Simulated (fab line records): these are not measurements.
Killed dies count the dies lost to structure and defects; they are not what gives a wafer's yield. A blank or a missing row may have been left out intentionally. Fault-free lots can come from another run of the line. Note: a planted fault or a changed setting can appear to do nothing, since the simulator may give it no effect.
Chamber matching + flow nand-harc + ald-hk-01 running NHARC_A_STAIRCASE_ALD_420: 4 sister chambers
The step deposits SiO2, target thk 20 nm, pulse time 6 s, ald cycles 200. 8 wafers are shown with their chamber, then 9 later ones without.

## WAFERS WITH THEIR CHAMBER
| wafer  | chamber | heater-power-w (W) | precursor-pulse-height-rel |
|--------|---------|--------------------|----------------------------|
| L078.2 | 0       | 372                | 0.975                      |
| L078.6 | 0       | 391                | 1.012                      |
| L081.3 | 1       | 441                | 1.005                      |
| L081.4 | 3       | 471                | 1.012                      |
| L081.6 | 3       | 478                | 0.994                      |
| L083.2 | 1       | 459                | 1.008                      |
| L083.4 | 2       | 453                | 0.995                      |
| L083.6 | 2       | 442                | 0.963                      |

## WAFERS WITHOUT THEIR CHAMBER
| wafer  | heater-power-w (W) | precursor-pulse-height-rel |
|--------|--------------------|----------------------------|
| L088.4 | 466                | 1.028                      |
| L088.5 | 464                | 1.020                      |
| L088.6 | 459                | 1.022                      |
| L093.4 | 460                | 1.010                      |
| L093.5 | 462                | 1.016                      |
| L093.6 | 460                | 0.961                      |
| L093.1 | 391                | 1.004                      |
| L093.2 | 458                | 0.996                      |
| L093.3 | 459                | 1.014                      |

## WHICH CHAMBER EACH ONE RAN IN
| wafer  | from the rows above          | in truth |
|--------|------------------------------|----------|
| L088.4 | can't be placed: 3 or 1 or 2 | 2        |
| L088.5 | can't be placed: 3 or 1 or 2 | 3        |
| L088.6 | can't be placed: 1 or 3 or 2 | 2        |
| L093.4 | can't be placed: 1 or 3 or 2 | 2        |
| L093.5 | can't be placed: 1 or 3 or 2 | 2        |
| L093.6 | can't be placed: 2 or 1 or 3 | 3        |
| L093.1 | 0                            | 0        |
| L093.2 | can't be placed: 1 or 2 or 3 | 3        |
| L093.3 | can't be placed: 1 or 3 or 2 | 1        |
Correct placement for 1 of the 9. Can't be placed from these rows: 8 (the true chamber is among the candidates in 8). 0 placed wrongly.
How it was worked out, from the rows above alone: a wafer's distance from a chamber is the root of the sum, over the readings, of the square of ((its reading less the chamber's mean) divided by the reading's scatter). The wafer belongs to the nearest chamber; if the next one is less than 2 further off, it can't be placed. The mean given for a chamber averages the wafers shown for that chamber. The scatter is the square root of a quotient: the sum, over the shown wafers, of each reading's squared deviation from its chamber's mean, divided by wafers minus chambers.
